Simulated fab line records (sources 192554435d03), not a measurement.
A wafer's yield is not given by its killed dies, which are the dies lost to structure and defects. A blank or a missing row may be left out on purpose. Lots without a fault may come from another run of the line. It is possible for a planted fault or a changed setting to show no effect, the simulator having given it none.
fab line records	flow n5-finfet
record lots=24	wafers=72	last-day=17
route steps=1938 shown BEOL_M9@1414
lots with no fault: from the same line, run without faults
start-h: start of the lot's first displayed wafer, in hours after the record's first day	wait-h: hours elapsed since this lot's preceding step	" unchanged from the row above	L1.1+2: one row covering several wafers at once	- either no value or no given start	* or withheld: withheld	< > ~ a bound
route shown NAME@n: a module of which the file shows steps, and the number in the route of the first	usual: mean/standard deviation of fault-free wafers	same: alike in all rows	chamber/n: place in a boat	sites: the reading at each site	_std_site: the standard deviation of these	_edge_site: the outer-site mean with the inner-site mean subtracted	radius-mm: for every site, how far away it sits from the centre of the wafer	mask NAME#n: copy n	behind: the tool/chamber that last shaped the wafer	hold: the reason the lot was held/the length of the hold in hours/how it ended	device: names the non-switching transistor (n, p or np)	end of line: the tests these same wafers got at the end of their route	where a step has no rows: the recipe by itself	killed: dies that structure and defects cost at the first sort, which is not the same as the wafer's yield	map: dies across one wafer; x = killed, . = not, _ = none there
set.NAME: setting as actually run; set.NAME@STEP: the setting as run at that earlier step	model.NAME: the simulator's own value behind a step, which no gauge read
one table for each step of the route and one row for each wafer, over a sample of lots
services: from which hour (start-h, from the record's first day; less than 0 if before it) a tool's chamber was out of use, for how many hours, and why
## steps
# step N5_BEOL_M9_CD_MEAS_11
# recipe target-cd-nm=64.1	landing-energy-ev=500	detector=se-inlens	polarity=opening
# usual cd-nm=64.4/0.68
# same landing-energy-ev=500
lot.wafer	tool	chamber	start-h	wait-h	cd-nm
L074.1	cd-sem-02	0	196.38	-	64.4
L074.2	"	0	"	"	64.1
L074.4	"	0	"	"	63.9
L076.1	cd-sem-03	0	211.04	-	64.9
L076.2	"	0	"	"	65.0
L076.4	"	0	"	"	64.8
L075.3	cd-sem-03	0	215.88	-	64.4
L075.4	"	0	"	"	64.1
L075.6	"	0	"	"	64.4
L077.1	cd-sem-01	0	223.64	-	64.1
L077.2	"	0	"	"	64.9
L077.5	"	0	"	"	65.0
L078.2	cd-sem-01	0	229.22	-	66.5
L078.3	"	0	"	"	65.6
L078.5	"	0	"	"	64.6
L079.1	cd-sem-01	0	234.70	-	63.7
L079.2	"	0	"	"	63.6
L079.6	"	0	"	"	65.4
L080.1	cd-sem-02	0	241.41	-	64.0
L080.2	"	0	"	"	64.9
L080.4	"	0	"	"	64.7
L081.2	cd-sem-03	0	241.58	-	64.4
L081.3	"	0	"	"	65.4
L081.6	"	0	"	"	64.1
L082.1	cd-sem-01	0	247.67	-	64.3
L082.2	"	0	"	"	64.1
L082.6	"	0	"	"	64.6
L083.1	cd-sem-01	0	251.50	-	65.1
L083.2	"	0	"	"	65.4
L083.5	"	0	"	"	64.6
L084.2	cd-sem-01	0	263.04	-	64.1
L084.4	"	0	"	"	64.2
L084.5	"	0	"	"	63.9
L085.1	cd-sem-01	0	266.42	-	63.9
L085.3	"	0	"	"	63.2
L085.5	"	0	"	"	64.3
L086.1	cd-sem-02	0	271.42	-	64.7
L086.4	"	0	"	"	65.8
L086.5	"	0	"	"	65.8
L087.1	cd-sem-03	0	284.79	-	64.1
L087.4	"	0	"	"	62.7
L087.5	"	0	"	"	64.5
L089.3	cd-sem-03	0	290.12	-	65.1
L089.4	"	0	"	"	64.2
L089.6	"	0	"	"	64.5
L088.1	cd-sem-02	0	292.96	-	64.1
L088.3	"	0	"	"	63.4
L088.6	"	0	"	"	63.8
L091.2	cd-sem-02	0	304.18	-	64.9
L091.3	"	0	"	"	64.0
L091.5	"	0	"	"	64.7
L090.4	cd-sem-01	0	304.55	-	64.6
L090.5	"	0	"	"	64.9
L090.6	"	0	"	"	63.3
L092.2	cd-sem-02	0	309.11	-	65.2
L092.4	"	0	"	"	64.1
L092.5	"	0	"	"	63.1
L093.1	cd-sem-03	0	319.94	-	64.0
L093.5	"	0	"	"	63.9
L093.6	"	0	"	"	64.7
L094.2	cd-sem-01	0	328.11	-	63.5
L094.4	"	0	"	"	64.1
L094.6	"	0	"	"	64.7
L095.1	cd-sem-01	0	333.40	-	64.2
L095.3	"	0	"	"	64.4
L095.5	"	0	"	"	64.4
L096.2	cd-sem-03	0	344.12	-	64.1
L096.4	"	0	"	"	64.8
L096.6	"	0	"	"	65.1
L097.2	cd-sem-02	0	344.45	-	64.1
L097.3	"	0	"	"	64.4
L097.4	"	0	"	"	64.6
# step N5_BEOL_M9_DESCUM_16
# recipe chemistry=O2	time-s=7.9	source-power-w=50	bias-power-w=20	pressure-mtorr=20	rf-frequency-hz=2.712e+07	temp-c=40	resist=CAR-ArF	o2-flow-sccm=225
# usual drypump-motor-current-A=5.6/0.41	oes-product-au=0.79/0.063	rf-vpp-V=243.3/1.5	showerhead-plenum-p-Torr=2.10/0.078	throttle-valve-pct=20.37/0.19
lot.wafer	tool	chamber	start-h	wait-h	drypump-motor-current-A	oes-product-au	rf-hours-counter-h	rf-vpp-V	showerhead-plenum-p-Torr	throttle-valve-pct
L074.1	rie-diel-05	1	196.47	0.0	5.8	0.89	43	244.6	2.15	20.56
L074.2	"	0	"	"	6.0	0.84	75	244.1	2.11	20.30
L074.4	"	3	"	"	5.2	0.84	50	245.4	2.14	20.40
L076.1	rie-diel-02	1	211.29	0.2	6.0	0.77	156	241.5	1.99	20.00
L076.2	"	3	"	"	5.5	0.73	159	244.5	2.17	20.32
L076.4	"	0	"	"	5.0	0.73	180	242.6	2.09	20.50
L075.3	rie-diel-05	0	215.97	0.0	6.0	0.82	81	242.9	2.11	20.31
L075.4	"	2	"	"	5.1	0.82	76	244.6	2.21	20.36
L075.6	"	0	"	"	6.0	0.82	-	241.4	2.11	20.32
L077.1	rie-diel-06	1	223.73	0.0	4.7	0.67	246	242.2	2.06	20.53
L077.2	"	3	"	"	5.9	0.78	152	238.3	1.92	20.09
L077.5	"	3	"	"	5.9	0.79	-	240.5	1.92	20.10
L078.2	rie-diel-02	1	229.31	0.0	6.0	0.77	161	242.3	1.99	20.01
L078.3	"	0	"	"	5.0	0.73	185	243.2	2.09	20.50
L078.5	"	1	"	"	6.0	0.77	-	243.3	1.99	20.00
L079.1	rie-diel-05	1	235.32	0.6	5.8	0.86	56	243.1	2.14	20.61
L079.2	"	0	"	"	6.0	0.82	86	244.0	2.11	20.31
L079.6	"	1	"	"	5.8	0.86	-	242.4	2.14	20.59
L080.1	rie-diel-05	3	241.50	0.0	5.2	0.81	64	242.7	2.13	20.42
L080.2	"	1	"	"	5.8	0.85	57	244.8	2.14	20.59
L080.4	"	2	"	"	5.1	0.80	84	245.0	2.21	20.36
L081.2	rie-diel-05	3	241.75	0.1	5.1	0.82	64	245.1	2.13	20.43
L081.3	"	1	"	"	5.9	0.86	57	243.9	2.14	20.58
L081.6	"	3	"	"	5.2	0.82	-	244.8	2.13	20.45
L082.1	rie-diel-06	3	247.92	0.2	5.9	0.77	160	240.7	1.92	20.10
L082.2	"	2	"	"	5.4	0.81	112	246.2	2.22	20.49
L082.6	"	2	"	"	5.4	0.81	-	245.6	2.22	20.50
L083.1	rie-diel-05	2	251.60	0.0	5.1	0.81	88	245.0	2.21	20.36
L083.2	"	0	"	"	6.0	0.81	90	242.0	2.11	20.34
L083.5	"	1	"	"	5.8	0.85	-	243.2	2.14	20.58
L084.2	rie-diel-02	0	263.12	0.0	5.0	0.72	195	241.8	2.09	20.54
L084.4	"	3	"	"	5.5	0.72	174	244.1	2.16	20.38
L084.5	"	2	"	"	5.9	0.70	-	241.9	2.05	20.54
L085.1	rie-diel-05	0	266.50	0.0	6.1	0.81	94	243.9	2.10	20.33
L085.3	"	3	"	"	5.2	0.81	71	242.5	2.13	20.42
L085.5	"	1	"	"	5.8	0.85	-	243.7	2.14	20.61
L086.1	rie-diel-06	3	271.51	0.0	5.9	0.77	169	239.9	1.91	20.12
L086.4	"	1	"	"	4.7	0.95	3	243.4	2.06	20.13
L086.5	"	1	"	"	4.7	0.95	-	242.9	2.06	20.12
L087.1	rie-diel-05	1	284.88	0.0	5.8	0.84	72	243.8	2.14	20.60
L087.4	"	3	"	"	5.2	0.81	77	242.4	2.13	20.43
L087.5	"	3	"	"	5.2	0.80	-	244.9	2.13	20.44
L089.3	rie-diel-02	0	290.21	0.0	5.0	0.71	205	243.3	2.09	20.55
L089.4	"	1	"	"	6.0	0.76	182	241.5	1.98	20.04
L089.6	"	1	"	"	6.1	0.74	-	242.2	1.98	20.04
L088.1	rie-diel-05	1	293.05	0.0	5.8	0.84	74	243.8	2.13	20.64
L088.3	"	3	"	"	5.2	0.80	80	243.2	2.13	20.43
L088.6	"	1	"	"	5.8	0.84	-	242.6	2.13	20.59
L091.2	rie-diel-06	1	304.28	0.0	4.7	0.93	13	242.0	2.06	20.13
L091.3	"	2	"	"	5.4	0.79	129	244.2	2.22	20.50
L091.5	"	2	"	"	5.4	0.78	-	245.3	2.22	20.50
L090.4	rie-diel-02	2	304.85	0.2	5.9	0.70	239	243.2	2.04	20.54
L090.5	"	3	"	"	5.5	0.72	-	244.5	2.16	20.37
L090.6	"	0	"	"	5.0	0.71	-	244.6	2.08	20.53
L092.2	rie-diel-06	3	309.19	0.0	5.9	0.76	176	240.8	1.91	20.11
L092.4	"	1	"	"	4.7	0.90	16	242.2	2.06	20.13
L092.5	"	2	"	"	5.4	0.78	-	245.2	2.22	20.50
L093.1	rie-diel-02	3	320.03	0.0	5.5	0.71	191	245.5	2.15	20.39
L093.5	"	1	"	"	6.1	0.74	-	242.0	1.98	20.04
L093.6	"	0	"	"	5.1	0.71	-	243.6	2.08	20.56
L094.2	rie-diel-02	3	328.20	0.0	5.4	0.71	194	242.8	2.15	20.39
L094.4	"	2	"	"	5.9	0.68	245	241.5	2.04	20.56
L094.6	"	3	"	"	5.4	0.70	-	243.6	2.15	20.40
L095.1	rie-diel-02	0	333.48	0.0	5.0	0.71	217	241.2	2.08	20.56
L095.3	"	2	"	"	5.9	0.69	246	243.3	2.04	20.56
L095.5	"	1	"	"	6.0	0.74	-	242.5	1.98	20.04
L096.2	rie-diel-05	0	344.64	0.4	6.0	0.78	119	242.1	2.10	20.37
L096.4	"	2	"	"	5.1	0.79	114	245.4	2.20	20.40
L096.6	"	1	"	"	5.9	0.82	-	242.8	2.13	20.64
L097.2	rie-diel-02	3	344.77	0.3	5.5	0.71	198	243.8	2.15	20.40
L097.3	"	2	"	"	5.9	0.69	250	241.7	2.04	20.57
L097.4	"	1	"	"	6.0	0.75	196	241.2	1.97	20.08
# step N5_BEOL_M9_ETCH_62
# recipe chemistry=N2/H2	target=SOC	target-depth-a=1100	overetch-a=220	mask-material=SiARC	temp-c=40	time-s=165	ion-energy-ev=200	pressure-mtorr=30	source-w=840	bias-w=150	n2-flow-sccm=200	h2-flow-sccm=200
# usual drypump-motor-current-A=5.6/0.41	oes-product-au=0.67/0.054	rf-vpp-V=524.2/2.5	showerhead-plenum-p-Torr=2.55/0.097	throttle-valve-pct=17.79/0.22
lot.wafer	tool	chamber	start-h	wait-h	drypump-motor-current-A	oes-product-au	rf-hours-counter-h	rf-vpp-V	showerhead-plenum-p-Torr	throttle-valve-pct
L074.1	rie-diel-05	1	196.55	0.0	5.8	0.75	43	525.0	2.61	18.05
L074.2	"	0	"	"	6.1	0.70	75	524.5	2.59	17.71
L074.4	"	3	"	"	5.2	0.73	50	525.4	2.61	17.92
L076.1	rie-diel-02	1	211.38	0.0	6.0	0.64	156	521.1	2.42	17.46
L076.2	"	3	"	"	5.5	0.63	159	528.3	2.66	18.03
L076.4	"	0	"	"	5.1	0.62	180	524.2	2.51	17.66
L075.3	rie-diel-05	0	216.05	0.0	6.1	0.69	81	523.2	2.58	17.73
L075.4	"	2	"	"	5.1	0.70	77	527.7	2.70	17.72
L075.6	"	0	"	"	6.0	0.70	-	525.1	2.58	17.72
L077.1	rie-diel-06	1	223.81	0.0	4.7	0.57	246	522.8	2.49	17.81
L077.2	"	3	"	"	5.9	0.66	152	517.7	2.32	17.41
L077.5	"	3	"	"	5.9	0.66	-	517.9	2.32	17.44
L078.2	rie-diel-02	1	229.39	0.0	6.0	0.65	161	521.0	2.42	17.48
L078.3	"	0	"	"	5.1	0.62	185	522.7	2.51	17.68
L078.5	"	1	"	"	6.0	0.65	-	520.1	2.42	17.48
L079.1	rie-diel-05	1	235.41	0.0	5.9	0.74	56	527.1	2.60	18.10
L079.2	"	0	"	"	6.0	0.70	86	524.1	2.58	17.75
L079.6	"	1	"	"	5.9	0.74	-	525.9	2.60	18.09
L080.1	rie-diel-05	3	241.59	0.0	5.2	0.72	64	525.8	2.60	17.94
L080.2	"	1	"	"	5.9	0.73	57	524.5	2.60	18.09
L080.4	"	2	"	"	5.1	0.69	84	527.5	2.69	17.75
L081.2	rie-diel-05	3	241.84	0.0	5.2	0.72	64	524.0	2.60	17.93
L081.3	"	1	"	"	5.9	0.73	57	524.9	2.60	18.08
L081.6	"	3	"	"	5.1	0.71	-	526.2	2.60	17.94
L082.1	rie-diel-06	3	248.00	0.0	5.9	0.65	160	517.3	2.32	17.47
L082.2	"	2	"	"	5.4	0.67	112	526.8	2.66	17.72
L082.6	"	2	"	"	5.4	0.66	-	527.2	2.66	17.70
L083.1	rie-diel-05	2	251.68	0.0	5.1	0.69	88	527.6	2.69	17.76
L083.2	"	0	"	"	6.0	0.69	90	524.2	2.58	17.76
L083.5	"	1	"	"	5.8	0.72	-	524.2	2.60	18.12
L084.2	rie-diel-02	0	263.21	0.0	5.1	0.62	195	523.0	2.50	17.68
L084.4	"	3	"	"	5.5	0.62	174	527.0	2.65	18.06
L084.5	"	2	"	"	5.9	0.61	-	522.0	2.50	17.96
L085.1	rie-diel-05	0	266.59	0.0	6.1	0.68	94	525.3	2.58	17.76
L085.3	"	3	"	"	5.2	0.70	72	525.4	2.60	17.97
L085.5	"	1	"	"	5.8	0.72	-	526.0	2.60	18.09
L086.1	rie-diel-06	3	271.60	0.0	5.9	0.64	169	517.7	2.32	17.44
L086.4	"	1	"	"	4.7	0.81	3	524.2	2.48	17.35
L086.5	"	1	"	"	4.7	0.81	-	521.7	2.48	17.35
L087.1	rie-diel-05	1	284.97	0.0	5.9	0.71	72	524.2	2.60	18.12
L087.4	"	3	"	"	5.2	0.70	77	524.5	2.60	17.97
L087.5	"	3	"	"	5.2	0.70	-	523.4	2.60	17.93
L089.3	rie-diel-02	0	290.29	0.0	5.1	0.61	205	524.8	2.50	17.72
L089.4	"	1	"	"	6.1	0.63	182	521.0	2.41	17.53
L089.6	"	1	"	"	6.0	0.63	-	520.6	2.41	17.51
L088.1	rie-diel-05	1	293.14	0.0	5.9	0.72	74	525.8	2.60	18.11
L088.3	"	3	"	"	5.1	0.70	80	524.7	2.60	17.96
L088.6	"	1	"	"	5.9	0.71	-	524.9	2.60	18.12
L091.2	rie-diel-06	1	304.37	0.0	4.7	0.78	13	522.9	2.48	17.37
L091.3	"	2	"	"	5.4	0.66	130	526.3	2.66	17.75
L091.5	"	2	"	"	5.4	0.66	-	527.0	2.66	17.74
L090.4	rie-diel-02	2	304.93	0.0	5.9	0.60	239	522.5	2.49	17.98
L090.5	"	3	"	"	5.5	0.61	-	527.4	2.65	18.10
L090.6	"	0	"	"	5.1	0.61	-	521.3	2.50	17.72
L092.2	rie-diel-06	3	309.28	0.0	5.9	0.65	176	518.4	2.32	17.49
L092.4	"	1	"	"	4.7	0.77	16	522.4	2.48	17.36
L092.5	"	2	"	"	5.4	0.65	-	527.6	2.66	17.73
L093.1	rie-diel-02	3	320.11	0.0	5.5	0.60	191	525.3	2.65	18.12
L093.5	"	1	"	"	6.0	0.63	-	520.6	2.41	17.52
L093.6	"	0	"	"	5.0	0.61	-	523.9	2.50	17.73
L094.2	rie-diel-02	3	328.29	0.0	5.5	0.60	194	525.9	2.64	18.10
L094.4	"	2	"	"	5.9	0.59	245	523.4	2.49	18.00
L094.6	"	3	"	"	5.5	0.60	-	526.5	2.64	18.10
L095.1	rie-diel-02	0	333.57	0.0	5.0	0.60	217	523.3	2.49	17.72
L095.3	"	2	"	"	5.9	0.59	246	523.1	2.49	18.00
L095.5	"	1	"	"	6.0	0.63	-	521.1	2.40	17.54
L096.2	rie-diel-05	0	344.72	0.0	6.1	0.67	119	524.0	2.57	17.80
L096.4	"	2	"	"	5.1	0.68	114	528.8	2.68	17.79
L096.6	"	1	"	"	5.8	0.69	-	525.9	2.59	18.16
L097.2	rie-diel-02	3	344.85	0.0	5.5	0.60	198	525.6	2.64	18.14
L097.3	"	2	"	"	5.9	0.59	250	521.7	2.49	18.02
L097.4	"	1	"	"	6.0	0.62	196	520.1	2.40	17.53
# step N5_BEOL_M9_CD_MEAS_28
# recipe target-cd-nm=70	landing-energy-ev=500	detector=se-inlens	polarity=opening
# usual cd-nm=70.0/0.33
# same landing-energy-ev=500
lot.wafer	tool	chamber	start-h	wait-h	cd-nm
L074.1	cd-sem-01	0	197.27	-	70.1
L074.2	"	0	"	"	69.8
L074.4	"	0	"	"	70.5
L076.1	cd-sem-03	0	214.17	-	70.9
L076.2	"	0	"	"	70.6
L076.4	"	0	"	"	70.3
L075.3	cd-sem-02	0	218.05	-	69.5
L075.4	"	0	"	"	70.0
L075.6	"	0	"	"	70.1
L077.1	cd-sem-03	0	226.57	-	69.8
L077.2	"	0	"	"	69.6
L077.5	"	0	"	"	70.0
L078.2	cd-sem-02	0	230.09	-	70.2
L078.3	"	0	"	"	69.7
L078.5	"	0	"	"	69.5
L079.1	cd-sem-02	0	236.79	-	69.7
L079.2	"	0	"	"	69.7
L079.6	"	0	"	"	70.0
L080.1	cd-sem-01	0	242.40	-	70.1
L080.2	"	0	"	"	69.8
L080.4	"	0	"	"	69.9
L081.2	cd-sem-03	0	242.63	-	70.6
L081.3	"	0	"	"	70.6
L081.6	"	0	"	"	69.7
L082.1	cd-sem-02	0	248.68	-	70.6
L082.2	"	0	"	"	69.6
L082.6	"	0	"	"	70.2
L083.1	cd-sem-03	0	253.28	-	70.4
L083.2	"	0	"	"	70.0
L083.5	"	0	"	"	70.1
L084.2	cd-sem-01	0	264.64	-	69.9
L084.4	"	0	"	"	69.9
L084.5	"	0	"	"	70.3
L085.1	cd-sem-01	0	268.65	-	70.3
L085.3	"	0	"	"	70.1
L085.5	"	0	"	"	70.5
L086.1	cd-sem-01	0	273.05	-	70.0
L086.4	"	0	"	"	69.5
L086.5	"	0	"	"	70.3
L087.1	cd-sem-01	0	287.16	-	69.8
L087.4	"	0	"	"	69.6
L087.5	"	0	"	"	70.2
L089.3	cd-sem-03	0	291.14	-	69.8
L089.4	"	0	"	"	69.6
L089.6	"	0	"	"	70.0
L088.1	cd-sem-02	0	295.76	-	69.9
L088.3	"	0	"	"	70.0
L088.6	"	0	"	"	69.5
L091.2	cd-sem-01	0	305.16	-	70.0
L091.3	"	0	"	"	70.5
L091.5	"	0	"	"	70.1
L090.4	cd-sem-03	0	305.64	-	69.9
L090.5	"	0	"	"	69.4
L090.6	"	0	"	"	69.6
L092.2	cd-sem-01	0	312.99	-	69.6
L092.4	"	0	"	"	70.1
L092.5	"	0	"	"	69.8
L093.1	cd-sem-03	0	321.66	-	70.6
L093.5	"	0	"	"	69.8
L093.6	"	0	"	"	70.4
L094.2	cd-sem-01	0	331.94	-	69.5
L094.4	"	0	"	"	70.0
L094.6	"	0	"	"	70.1
L095.1	cd-sem-03	0	335.68	-	70.3
L095.3	"	0	"	"	70.1
L095.5	"	0	"	"	69.9
L096.2	cd-sem-02	0	345.98	-	69.6
L096.4	"	0	"	"	70.1
L096.6	"	0	"	"	70.0
L097.2	cd-sem-03	0	346.02	-	70.1
L097.3	"	0	"	"	69.8
L097.4	"	0	"	"	70.1
# step N5_BEOL_M9_INSPECT_30
# recipe mode=adi	inspect-instrument=brightfield
# usual raw-defect-count=373/83
lot.wafer	tool	chamber	start-h	wait-h	raw-defect-count
L074.1	defect-inspect-02	-	197.36	0.1	274
L074.2	"	-	"	"	318
L074.4	"	-	"	"	369
L076.1	defect-inspect-01	-	214.26	0.1	337
L076.2	"	-	"	"	438
L076.4	"	-	"	"	265
L075.3	defect-inspect-01	-	218.14	0.0	363
L075.4	"	-	"	"	373
L075.6	"	-	"	"	389
L077.1	defect-inspect-01	-	226.66	0.1	197
L077.2	"	-	"	"	344
L077.5	"	-	"	"	306
L078.2	defect-inspect-01	-	230.18	0.0	352
L078.3	"	-	"	"	404
L078.5	"	-	"	"	348
L079.1	defect-inspect-01	-	236.87	0.1	406
L079.2	"	-	"	"	447
L079.6	"	-	"	"	512
L080.1	defect-inspect-01	-	242.49	0.1	329
L080.2	"	-	"	"	257
L080.4	"	-	"	"	301
L081.2	defect-inspect-01	-	242.72	0.0	508
L081.3	"	-	"	"	395
L081.6	"	-	"	"	414
L082.1	defect-inspect-01	-	248.77	0.1	310
L082.2	"	-	"	"	309
L082.6	"	-	"	"	308
L083.1	defect-inspect-02	-	253.37	0.1	640
L083.2	"	-	"	"	398
L083.5	"	-	"	"	467
L084.2	defect-inspect-02	-	264.73	0.0	379
L084.4	"	-	"	"	277
L084.5	"	-	"	"	453
L085.1	defect-inspect-02	-	268.74	0.1	414
L085.3	"	-	"	"	269
L085.5	"	-	"	"	278
L086.1	defect-inspect-02	-	273.14	0.1	371
L086.4	"	-	"	"	403
L086.5	"	-	"	"	348
L087.1	defect-inspect-01	-	287.25	0.1	313
L087.4	"	-	"	"	268
L087.5	"	-	"	"	267
L089.3	defect-inspect-01	-	291.23	0.0	578
L089.4	"	-	"	"	584
L089.6	"	-	"	"	564
L088.1	defect-inspect-02	-	295.85	0.1	327
L088.3	"	-	"	"	364
L088.6	"	-	"	"	591
L091.2	defect-inspect-01	-	305.25	0.0	291
L091.3	"	-	"	"	316
L091.5	"	-	"	"	494
L090.4	defect-inspect-02	-	305.72	0.0	375
L090.5	"	-	"	"	297
L090.6	"	-	"	"	289
L092.2	defect-inspect-02	-	313.08	0.0	382
L092.4	"	-	"	"	470
L092.5	"	-	"	"	347
L093.1	defect-inspect-01	-	321.75	0.1	348
L093.5	"	-	"	"	387
L093.6	"	-	"	"	422
L094.2	defect-inspect-01	-	332.03	0.0	330
L094.4	"	-	"	"	307
L094.6	"	-	"	"	369
L095.1	defect-inspect-02	-	335.77	0.1	400
L095.3	"	-	"	"	540
L095.5	"	-	"	"	360
L096.2	defect-inspect-01	-	346.11	0.0	469
L096.4	"	-	"	"	383
L096.6	"	-	"	"	382
L097.2	defect-inspect-01	-	346.18	0.0	373
L097.3	"	-	"	"	269
L097.4	"	-	"	"	253
# step N5_BEOL_M9_STRIP_80
# recipe chemistry=N2/H2	time-s=10	power-w=450	temp-c=40	pressure-mtorr=20	rf-frequency-hz=6e+07	bias-power-w=7	n2-flow-sccm=200	h2-flow-sccm=200
# usual drypump-motor-current-A=5.5/0.41	oes-product-au=0.78/0.068	rf-vpp-V=59.2/0.94	showerhead-plenum-p-Torr=2.54/0.1	throttle-valve-pct=23.5/0.35
lot.wafer	tool	chamber	start-h	wait-h	drypump-motor-current-A	oes-product-au	rf-hours-counter-h	rf-vpp-V	showerhead-plenum-p-Torr	throttle-valve-pct
L074.1	rie-diel-06	1	-	-	4.7	0.66	238	57.8	2.49	23.4
L074.2	"	0	"	"	5.6	0.94	19	59.2	2.60	23.3
L074.4	"	2	"	"	5.4	0.83	95	59.4	2.67	23.5
L076.1	rie-diel-06	1	-	-	4.7	0.67	243	59.1	2.48	23.4
L076.2	"	0	"	"	5.6	0.93	24	59.3	2.59	23.3
L076.4	"	3	"	"	5.9	0.79	150	57.9	2.32	23.2
L075.3	rie-diel-06	0	-	-	5.6	0.93	25	59.8	2.59	23.3
L075.4	"	3	"	"	5.9	0.79	151	58.4	2.32	23.2
L075.6	"	0	"	"	5.7	0.93	-	59.8	2.59	23.3
L077.1	rie-diel-05	2	-	-	5.1	0.81	80	58.7	2.69	23.7
L077.2	"	0	"	"	6.0	0.82	83	58.4	2.58	23.5
L077.5	"	0	"	"	6.0	0.82	-	59.9	2.58	23.5
L078.2	rie-diel-02	3	-	-	5.5	0.74	164	59.1	2.65	24.0
L078.3	"	0	"	"	5.0	0.73	185	58.7	2.50	23.3
L078.5	"	0	"	"	5.1	0.73	-	59.7	2.50	23.3
L079.1	rie-diel-02	3	-	-	5.5	0.73	166	59.0	2.65	24.0
L079.2	"	2	"	"	5.9	0.70	217	58.5	2.50	23.8
L079.6	"	2	"	"	5.9	0.71	-	59.5	2.50	23.8
L080.1	rie-diel-02	2	-	-	5.9	0.71	218	57.1	2.50	23.8
L080.2	"	0	"	"	5.0	0.72	189	59.7	2.50	23.3
L080.4	"	1	"	"	6.0	0.76	165	59.9	2.41	23.2
L081.2	rie-diel-05	3	-	-	5.2	0.82	64	58.9	2.60	23.9
L081.3	"	1	"	"	5.9	0.85	58	57.8	2.60	24.3
L081.6	"	2	"	"	5.1	0.81	-	59.0	2.69	23.7
L082.1	rie-diel-02	2	-	-	5.9	0.71	221	57.7	2.50	23.7
L082.2	"	3	"	"	5.4	0.73	170	60.9	2.65	24.0
L082.6	"	0	"	"	5.1	0.72	-	59.7	2.50	23.3
L083.1	rie-diel-06	3	-	-	5.9	0.77	163	57.8	2.32	23.2
L083.2	"	0	"	"	5.7	0.90	38	60.7	2.59	23.3
L083.5	"	3	"	"	5.9	0.77	-	58.5	2.32	23.2
L084.2	rie-diel-02	3	-	-	5.5	0.73	175	58.7	2.65	24.0
L084.4	"	0	"	"	5.0	0.72	196	58.9	2.50	23.4
L084.5	"	2	"	"	5.9	0.70	-	58.2	2.49	23.8
L085.1	rie-diel-02	3	-	-	5.5	0.72	176	58.8	2.65	24.0
L085.3	"	0	"	"	5.1	0.72	198	57.9	2.50	23.3
L085.5	"	0	"	"	5.0	0.72	-	60.0	2.50	23.3
L086.1	rie-diel-02	3	-	-	5.4	0.72	177	59.1	2.65	24.0
L086.4	"	2	"	"	5.9	0.70	229	58.2	2.49	23.8
L086.5	"	2	"	"	5.9	0.70	-	59.3	2.49	23.8
L087.1	rie-diel-05	0	-	-	6.1	0.80	101	59.4	2.57	23.5
L087.4	"	1	"	"	5.9	0.84	72	58.2	2.59	24.4
L087.5	"	2	"	"	5.1	0.79	-	59.3	2.68	23.7
L089.3	rie-diel-02	2	-	-	5.9	0.70	236	59.1	2.49	23.8
L089.4	"	0	"	"	5.1	0.72	205	60.8	2.50	23.3
L089.6	"	3	"	"	5.4	0.72	-	59.0	2.64	24.0
L088.1	rie-diel-06	0	-	-	5.6	0.88	52	59.4	2.58	23.3
L088.3	"	2	"	"	5.4	0.79	128	59.5	2.65	23.5
L088.6	"	1	"	"	4.7	0.93	-	58.8	2.48	23.0
L091.2	rie-diel-06	1	-	-	4.7	0.92	14	58.1	2.47	23.0
L091.3	"	2	"	"	5.4	0.80	130	58.9	2.65	23.5
L091.5	"	0	"	"	5.7	0.88	-	58.8	2.58	23.3
L090.4	rie-diel-06	0	-	-	5.6	0.87	55	59.2	2.58	23.3
L090.5	"	0	"	"	5.7	0.87	-	60.6	2.58	23.3
L090.6	"	3	"	"	5.9	0.77	-	57.3	2.31	23.2
L092.2	rie-diel-02	3	-	-	5.5	0.72	189	59.1	2.64	24.0
L092.4	"	0	"	"	5.1	0.71	211	60.4	2.49	23.4
L092.5	"	0	"	"	5.1	0.72	-	58.5	2.49	23.4
L093.1	rie-diel-02	0	-	-	5.1	0.71	213	60.3	2.49	23.4
L093.5	"	2	"	"	5.9	0.68	-	58.7	2.49	23.8
L093.6	"	3	"	"	5.5	0.71	-	60.7	2.64	24.0
L094.2	rie-diel-05	0	-	-	6.0	0.78	116	58.2	2.56	23.5
L094.4	"	2	"	"	5.1	0.79	111	59.5	2.68	23.7
L094.6	"	2	"	"	5.1	0.79	-	59.3	2.68	23.7
L095.1	rie-diel-06	0	-	-	5.6	0.87	63	57.7	2.58	23.3
L095.3	"	1	"	"	4.7	0.89	22	58.5	2.47	23.0
L095.5	"	1	"	"	4.7	0.89	-	59.3	2.47	23.0
L096.2	rie-diel-05	0	-	-	6.0	0.78	120	59.3	2.56	23.5
L096.4	"	2	"	"	5.1	0.79	115	59.1	2.68	23.7
L096.6	"	3	"	"	5.2	0.78	-	59.3	2.58	24.0
L097.2	rie-diel-06	2	-	-	5.4	0.77	143	59.7	2.65	23.5
L097.3	"	1	"	"	4.7	0.89	26	58.8	2.47	23.0
L097.4	"	3	"	"	5.9	0.76	186	58.9	2.31	23.2
## services
tool	chamber	start-h	hours	kind
rie-diel-05	2	208.68	3.8	repair
rie-diel-05	0	221.63	2.8	repair
rie-diel-06	1	237.52	-	clean
rie-diel-06	1	237.52	-	consumable-replace:focus-ring
rie-diel-06	1	237.52	21.4	scheduled-down
rie-diel-06	1	237.52	21.4	vent-cycle
rie-diel-06	3	272.94	8.2	repair
rie-diel-05	2	292.50	6.9	repair
rie-diel-06	3	335.24	4.3	repair
rie-diel-02	2	345.20	-	clean
rie-diel-02	2	345.20	-	consumable-replace:focus-ring
rie-diel-02	2	345.20	14.0	scheduled-down
rie-diel-02	2	345.20	14.0	vent-cycle
## key
fault none
